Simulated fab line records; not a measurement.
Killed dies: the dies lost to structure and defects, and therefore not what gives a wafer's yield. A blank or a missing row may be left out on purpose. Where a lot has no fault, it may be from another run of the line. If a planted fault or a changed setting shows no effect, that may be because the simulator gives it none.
Which of the tools did it?	flow n5_finfet	Sampling: 24 lots, 72 wafers, 6 of 1938 route steps

## WHAT THE GAUGES READ, wafer by wafer
N5_BEOL_M1_CD_MEAS_11: target cd 17.05 nm.
lot	measured	on	cd_nm (nm)
L074	day 5 22:11	cd_sem-02	16.73 16.94 17.18
L075	day 6 06:10	cd_sem-02	16.81 17.24 17.48
L076	day 7 04:47	cd_sem-01	17.02 17.02 17.07
L077	day 7 08:51	cd_sem-03	16.88 16.27 17.35
L078	day 7 11:16	cd_sem-02	16.63 17.18 16.84
L080	day 7 19:22	cd_sem-01	17.32 17.01 16.95
L079	day 7 16:53	cd_sem-03	17.21 16.60 16.81
L081	day 7 19:35	cd_sem-01	17.02 17.25 17.24
L082	day 8 14:11	cd_sem-01	16.83 16.96 16.75
L084	day 8 14:43	cd_sem-01	16.91 16.87 16.85
L083	day 8 18:53	cd_sem-02	17.14 16.61 17.25
L085	day 9 01:34	cd_sem-01	16.82 16.36 17.11
L088	day 9 18:22	cd_sem-02	16.97 17.01 16.89
L086	day 9 18:32	cd_sem-03	17.03 16.82 17.01
L087	day 9 18:40	cd_sem-03	17.20 17.17 17.33
L089	day 10 00:58	cd_sem-01	16.92 17.11 17.32
L090	day 10 03:59	cd_sem-01	17.42 17.07 16.82
L091	day 10 08:35	cd_sem-01	17.21 17.32 16.85
L092	day 10 16:35	cd_sem-01	17.55 16.81 17.15
L093	day 10 22:52	cd_sem-02	16.97 16.73 16.39
L094	day 11 05:19	cd_sem-03	16.53 16.88 16.66
L095	day 11 08:54	cd_sem-03	16.48 16.95 16.74
L096	day 11 16:19	cd_sem-02	16.65 16.42 17.21
L097	day 11 16:30	cd_sem-03	16.79 17.12 16.98

## WHAT TOOL EACH LOT RAN ON (gives the tool, then ch and the chambers of the sampled wafers, and finally the start)
lot	N5_BEOL_M0_ETCH_109	N5_BEOL_M0_SPUTTER_134	N5_BEOL_M0_SPUTTER_141	N5_BEOL_M0_ANNEAL_119	N5_BEOL_M0_DEP_125
L074	rie_diel-03 ch 0,2,3, day 5 17:31	pvd_sputter-03, day 5 19:10	pvd_sputter-03, day 5 19:17	rtp_anneal-01 ch 0, day 5 19:43	pecvd-04 ch 0,1,2, day 5 20:32
L075	rie_diel-04 ch 0,1,2, day 6 00:44	pvd_sputter-03, day 6 02:32	pvd_sputter-03, day 6 02:39	rtp_anneal-01 ch 0, day 6 04:42	pecvd-04 ch 0,1, day 6 05:29
L076	rie_diel-04 ch 0,1,3, day 6 22:32	pvd_sputter-03, day 7 01:01	pvd_sputter-03, day 7 01:08	rtp_anneal-01 ch 0, day 7 01:20	pecvd-04 ch 0,2, day 7 02:07
L077	rie_diel-03 ch 1,2, day 7 03:08	pvd_sputter-01, day 7 05:32	pvd_sputter-01, day 7 05:40	rtp_anneal-02 ch 0, day 7 05:53	pecvd-02 ch 1,2, day 7 06:40
L078	rie_diel-03 ch 0,2, day 7 05:07	pvd_sputter-03, day 7 07:50	pvd_sputter-03, day 7 07:58	rtp_anneal-02 ch 0, day 7 08:12	pecvd-04 ch 0,2, day 7 09:03
L080	rie_diel-02 ch 0,1,2, day 7 12:58	pvd_sputter-03, day 7 15:31	pvd_sputter-03, day 7 15:38	rtp_anneal-02 ch 0, day 7 15:50	pecvd-04 ch 0,2, day 7 16:43
L079	rie_diel-02 ch 0,1,2, day 7 13:02	pvd_sputter-03, day 7 15:05	pvd_sputter-03, day 7 15:12	rtp_anneal-01 ch 0, day 7 15:24	pecvd-01 ch 0,1,2, day 7 16:11
L081	rie_diel-02 ch 0,2,3, day 7 15:55	pvd_sputter-03, day 7 17:00	pvd_sputter-03, day 7 17:07	rtp_anneal-02 ch 0, day 7 17:28	pecvd-01 ch 0,1, day 7 18:15
L082	rie_diel-02 ch 0,1,2, day 8 08:58	pvd_sputter-03, day 8 11:20	pvd_sputter-03, day 8 11:27	rtp_anneal-02 ch 0, day 8 11:39	pecvd-04 ch 0,1, day 8 12:28
L084	rie_diel-02 ch 0,1,3, day 8 11:40	pvd_sputter-03, day 8 12:49	pvd_sputter-03, day 8 12:56	rtp_anneal-02 ch 0, day 8 13:10	pecvd-02 ch 1,2, day 8 13:55
L083	rie_diel-02 ch 1,2,3, day 8 14:28	pvd_sputter-02, day 8 17:03	pvd_sputter-02, day 8 17:10	rtp_anneal-01 ch 0, day 8 17:22	pecvd-01 ch 0,2, day 8 18:10
L085	rie_diel-03 ch 2,3, day 8 21:22	pvd_sputter-02, day 8 23:17	pvd_sputter-02, day 8 23:24	rtp_anneal-01 ch 0, day 8 23:41	pecvd-02 ch 0,2, day 9 00:25
L088	rie_diel-02 ch 0,2,3, day 9 11:16	pvd_sputter-03, day 9 12:12	pvd_sputter-03, day 9 12:19	rtp_anneal-02 ch 0, day 9 12:49	pecvd-04 ch 0,1,2, day 9 13:37
L086	rie_diel-03 ch 1,2, day 9 11:16	pvd_sputter-03, day 9 12:38	pvd_sputter-03, day 9 12:46	rtp_anneal-02 ch 0, day 9 13:05	pecvd-02 ch 0,1, day 9 14:02
L087	rie_diel-03 ch 0,1,2, day 9 13:07	pvd_sputter-03, day 9 15:50	pvd_sputter-03, day 9 15:58	rtp_anneal-01 ch 0, day 9 16:17	pecvd-04 ch 0,1,2, day 9 16:58
L089	rie_diel-04 ch 0,2, day 9 19:00	pvd_sputter-02, day 9 21:49	pvd_sputter-02, day 9 21:56	rtp_anneal-01 ch 0, day 9 22:08	pecvd-01 ch 0,1, day 9 22:58
L090	rie_diel-03 ch 0,1,3, day 9 22:04	pvd_sputter-01, day 10 01:07	pvd_sputter-01, day 10 01:14	rtp_anneal-01 ch 0, day 10 01:32	pecvd-01 ch 0,1,2, day 10 02:20
L091	rie_diel-02 ch 1,3, day 10 03:47	pvd_sputter-01, day 10 05:27	pvd_sputter-01, day 10 05:34	rtp_anneal-01 ch 0, day 10 05:46	pecvd-02 ch 1, day 10 06:34
L092	rie_diel-03 ch 0,3, day 10 11:31	pvd_sputter-01, day 10 14:20	pvd_sputter-01, day 10 14:27	rtp_anneal-02 ch 0, day 10 14:44	pecvd-01 ch 0,1, day 10 15:26
L093	rie_diel-03 ch 0,1,2, day 10 16:25	pvd_sputter-01, day 10 19:08	pvd_sputter-01, day 10 19:15	rtp_anneal-01 ch 0, day 10 19:26	pecvd-04 ch 0,1, day 10 20:27
L094	rie_diel-03 ch 0,1, day 10 22:34	pvd_sputter-01, day 11 01:31	pvd_sputter-01, day 11 01:38	rtp_anneal-02 ch 0, day 11 01:50	pecvd-01 ch 0,2, day 11 02:37
L095	rie_diel-02 ch 0,1,3, day 11 05:04	pvd_sputter-02, day 11 06:44	pvd_sputter-02, day 11 06:52	rtp_anneal-02 ch 0, day 11 07:04	pecvd-04 ch 0,1,2, day 11 07:51
L096	rie_diel-04 ch 0,1,3, day 11 12:27	pvd_sputter-02, day 11 13:59	pvd_sputter-02, day 11 14:07	rtp_anneal-02 ch 0, day 11 14:24	pecvd-01 ch 1,2, day 11 15:05
L097	rie_diel-04 ch 1,3, day 11 12:47	pvd_sputter-02, day 11 14:28	pvd_sputter-02, day 11 14:35	rtp_anneal-01 ch 0, day 11 14:47	pecvd-04 ch 0,1,2, day 11 15:35
- N5_BEOL_M0_ETCH_109: etches SiCN in CH3F/O2, target depth 8 nm, overetch 2.4 nm, time 27.4 s.
- N5_BEOL_M0_SPUTTER_134: material Cu, target thk 4 nm, time 7.37 s.
- N5_BEOL_M0_SPUTTER_141: material Cu, target thk 4 nm, time 7.37 s.
- N5_BEOL_M0_ANNEAL_119: time 90 s.
- N5_BEOL_M0_DEP_125: deposits SiCN from 3MS/NH3, target thk 8 nm, time 14 s.

## AS READ BY THE TOOLS THEMSELVES (means over the sampled wafers that have a number; for cases with no such wafer, the mark the record gives instead)
N5_BEOL_M0_ETCH_109.
lot	tool	chamber_pressure_mTorr (mTorr)	drypump_motor_current_A (A)	oes_product_au (a.u.)	rf_fwd_power_W (W)	rf_vpp_V (V)	showerhead_plenum_p_Torr (Torr)	throttle_valve_pct (%)
L074	rie_diel-03	30.010	5.0	0.66	392.8	296.5	1.95	16.42
L075	rie_diel-04	30.022	5.9	0.63	393.7	297.1	1.99	16.43
L076	rie_diel-04	30.000	5.8	0.69	394.4	298.6	2.03	16.31
L077	rie_diel-03	29.999	5.6	0.61	394.2	296.6	1.96	16.30
L078	rie_diel-03	29.981	5.1	0.67	393.3	295.7	1.95	16.44
L080	rie_diel-02	29.998	5.7	0.66	394.2	297.9	2.03	16.43
L079	rie_diel-02	29.995	5.7	0.65	392.8	298.0	2.03	16.43
L081	rie_diel-02	29.994	5.7	0.73	393.1	297.5	2.03	16.21
L082	rie_diel-02	29.997	5.7	0.66	394.8	298.0	2.03	16.43
L084	rie_diel-02	29.991	5.8	0.70	392.9	296.8	1.99	16.41
L083	rie_diel-02	29.999	5.4	0.69	392.7	297.5	2.01	16.26
L085	rie_diel-03	29.993	5.1	0.67	392.6	297.0	1.98	16.43
L088	rie_diel-02	29.977	5.7	0.71	393.7	298.0	2.02	16.24
L086	rie_diel-03	30.008	5.6	0.59	394.0	295.7	1.95	16.34
L087	rie_diel-03	30.032	5.3	0.64	392.9	296.9	1.97	16.34
L089	rie_diel-04	30.001	5.9	0.65	393.4	298.7	2.08	16.23
L090	rie_diel-03	29.972	5.2	0.69	392.9	299.5	2.04	16.16
L091	rie_diel-02	30.012	5.6	0.80	392.1	296.1	1.96	16.11
L092	rie_diel-03	29.979	4.9	0.73	392.0	298.6	2.06	16.17
L093	rie_diel-03	29.987	5.3	0.64	393.5	296.7	1.96	16.36
L094	rie_diel-03	30.010	5.3	0.67	394.0	297.0	2.00	16.21
L095	rie_diel-02	29.996	5.8	0.75	394.0	297.2	1.98	16.30
L096	rie_diel-04	29.992	5.8	0.65	394.0	298.2	2.02	16.37
L097	rie_diel-04	29.990	5.8	0.67	394.5	297.3	2.01	16.48

N5_BEOL_M0_SPUTTER_134.
lot	tool	throttle_valve_pct (%)
L074	pvd_sputter-03	28.2
L075	pvd_sputter-03	28.1
L076	pvd_sputter-03	29.1
L077	pvd_sputter-01	29.2
L078	pvd_sputter-03	28.2
L080	pvd_sputter-03	28.8
L079	pvd_sputter-03	28.9
L081	pvd_sputter-03	28.5
L082	pvd_sputter-03	28.3
L084	pvd_sputter-03	28.9
L083	pvd_sputter-02	30.5
L085	pvd_sputter-02	31.4
L088	pvd_sputter-03	28.6
L086	pvd_sputter-03	28.7
L087	pvd_sputter-03	28.4
L089	pvd_sputter-02	29.7
L090	pvd_sputter-01	30.6
L091	pvd_sputter-01	30.9
L092	pvd_sputter-01	29.9
L093	pvd_sputter-01	30.1
L094	pvd_sputter-01	30.7
L095	pvd_sputter-02	30.2
L096	pvd_sputter-02	30.1
L097	pvd_sputter-02	31.3

N5_BEOL_M0_SPUTTER_141.
lot	tool	throttle_valve_pct (%)
L074	pvd_sputter-03	28.3
L075	pvd_sputter-03	28.2
L076	pvd_sputter-03	29.1
L077	pvd_sputter-01	29.3
L078	pvd_sputter-03	28.1
L080	pvd_sputter-03	28.9
L079	pvd_sputter-03	28.8
L081	pvd_sputter-03	28.6
L082	pvd_sputter-03	28.2
L084	pvd_sputter-03	28.9
L083	pvd_sputter-02	30.4
L085	pvd_sputter-02	31.2
L088	pvd_sputter-03	28.6
L086	pvd_sputter-03	28.9
L087	pvd_sputter-03	28.6
L089	pvd_sputter-02	29.6
L090	pvd_sputter-01	30.6
L091	pvd_sputter-01	30.7
L092	pvd_sputter-01	30.1
L093	pvd_sputter-01	29.9
L094	pvd_sputter-01	30.7
L095	pvd_sputter-02	30.1
L096	pvd_sputter-02	30.3
L097	pvd_sputter-02	31.2

N5_BEOL_M0_ANNEAL_119.
lot	tool	anneal_temp_c (C)	wafer_temp_C_max
L074	rtp_anneal-01	225.22	226.1
L075	rtp_anneal-01	225.25	225.9
L076	rtp_anneal-01	225.11	226.1
L077	rtp_anneal-02	225.20	226.6
L078	rtp_anneal-02	225.08	226.7
L080	rtp_anneal-02	225.02	226.8
L079	rtp_anneal-01	224.90	226.4
L081	rtp_anneal-02	224.70	226.7
L082	rtp_anneal-02	224.91	226.3
L084	rtp_anneal-02	225.07	226.7
L083	rtp_anneal-01	224.99	226.2
L085	rtp_anneal-01	225.31	226.2
L088	rtp_anneal-02	225.07	226.5
L086	rtp_anneal-02	224.97	226.3
L087	rtp_anneal-01	225.06	226.0
L089	rtp_anneal-01	225.12	226.3
L090	rtp_anneal-01	225.02	226.4
L091	rtp_anneal-01	225.08	226.1
L092	rtp_anneal-02	225.14	226.4
L093	rtp_anneal-01	224.92	226.1
L094	rtp_anneal-02	225.04	226.6
L095	rtp_anneal-02	224.99	226.5
L096	rtp_anneal-02	224.88	226.1
L097	rtp_anneal-01	225.12	226.2

N5_BEOL_M0_DEP_125.
lot	tool	rf_fwd_power_W (W)	showerhead_plenum_p_Torr (Torr)	throttle_valve_pct (%)
L074	pecvd-04	199.2	3.655	8.9
L075	pecvd-04	200.6	3.665	9.5
L076	pecvd-04	199.3	3.647	8.5
L077	pecvd-02	200.2	3.670	9.7
L078	pecvd-04	200.5	3.647	8.8
L080	pecvd-04	199.9	3.648	8.6
L079	pecvd-01	200.8	3.668	9.3
L081	pecvd-01	200.2	3.670	9.6
L082	pecvd-04	199.8	3.668	9.6
L084	pecvd-02	199.7	3.670	9.6
L083	pecvd-01	200.9	3.669	9.3
L085	pecvd-02	200.2	3.677	9.2
L088	pecvd-04	200.4	3.656	9.0
L086	pecvd-02	200.0	3.674	9.5
L087	pecvd-04	200.0	3.657	9.0
L089	pecvd-01	200.3	3.663	9.9
L090	pecvd-01	200.2	3.671	9.3
L091	pecvd-02	199.9	3.666	9.7
L092	pecvd-01	200.5	3.675	9.7
L093	pecvd-04	199.3	3.664	9.5
L094	pecvd-01	200.9	3.676	9.5
L095	pecvd-04	199.3	3.657	9.0
L096	pecvd-01	200.2	3.661	9.5
L097	pecvd-04	199.6	3.659	9.0

## THE ANSWER, worked out from the rows above alone
Rule: the lots themselves supply what counts as usual. The widest of any qualifying gaps counts: lots, ordered by their means at a reading, are off when they make up no more than a third of the lots, leave a main group of 4 or more, and stand apart from it by 3 or more times the standard deviation of that group's means. A main group whose means are all the same, to the digits that the tables above print for the reading, isn't used. Also off: a lot with no number at a reading for which 4 or more lots have one. Where the step has rows for the other lots, those lots are counted as sound. After the gauges, taken in route order, come the tools' own readings; for these a lot's mean is taken, as printed above. The first step at which some lot is off is used, and at that step the reading that is off furthest; a lot without a number counts as furthest.
Nothing can be told from this: no lot is off at any reading shown.

## WHAT THE SIMULATOR HAD INSERTED
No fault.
